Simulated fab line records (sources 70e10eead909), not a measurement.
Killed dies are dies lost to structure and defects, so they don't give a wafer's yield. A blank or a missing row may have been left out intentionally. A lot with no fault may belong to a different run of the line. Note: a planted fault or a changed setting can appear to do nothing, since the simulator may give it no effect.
Chamber matching / flow nand harc / NHARC_P_ZERO_WELL_DESCUM_39 on rie diel-04 has 4 sister chambers
The step chemistry O2, time 3 s. 4 wafers are shown with their chamber, then 7 later ones without.

WAFERS WITH THEIR CHAMBER
wafer=L084.1; chamber=0; drypump motor current A (A)=4.6
wafer=L084.5; chamber=3; drypump motor current A (A)=6.2
wafer=L088.1; chamber=2; drypump motor current A (A)=5.8
wafer=L088.4; chamber=1; drypump motor current A (A)=4.9

WAFERS MISSING THEIR CHAMBER
wafer=L088.5; drypump motor current A (A)=6.2
wafer=L092.1; drypump motor current A (A)=6.2
wafer=L092.3; drypump motor current A (A)=5.7
wafer=L092.6; drypump motor current A (A)=5.8
wafer=L093.3; drypump motor current A (A)=6.2
wafer=L093.5; drypump motor current A (A)=4.6
wafer=L093.6; drypump motor current A (A)=6.1

WHICH CHAMBER EACH ONE RAN IN
wafer=L088.5; from the rows above=3; in truth=3
wafer=L092.1; from the rows above=3; in truth=3
wafer=L092.3; from the rows above=2; in truth=2
wafer=L092.6; from the rows above=2; in truth=2
wafer=L093.3; from the rows above=3; in truth=3
wafer=L093.5; from the rows above=0; in truth=0
wafer=L093.6; from the rows above=3; in truth=3
Placed correctly: 7 of 7. Not placeable from these rows: 0. Wrongly placed: 0.
How it was worked out, from the rows above alone: a wafer's distance from a chamber is the root of the sum, over the readings, of the square of ((its reading less the chamber's mean) divided by the reading's scatter). The wafer belongs to the nearest chamber; if the next one is less than 2 further off, it can't be placed. The mean given for a chamber averages the wafers shown for that chamber. The scatter (one wafer shown for each chamber): square how far every hidden wafer sits from the nearest shown wafer, average those squares and take the square root.
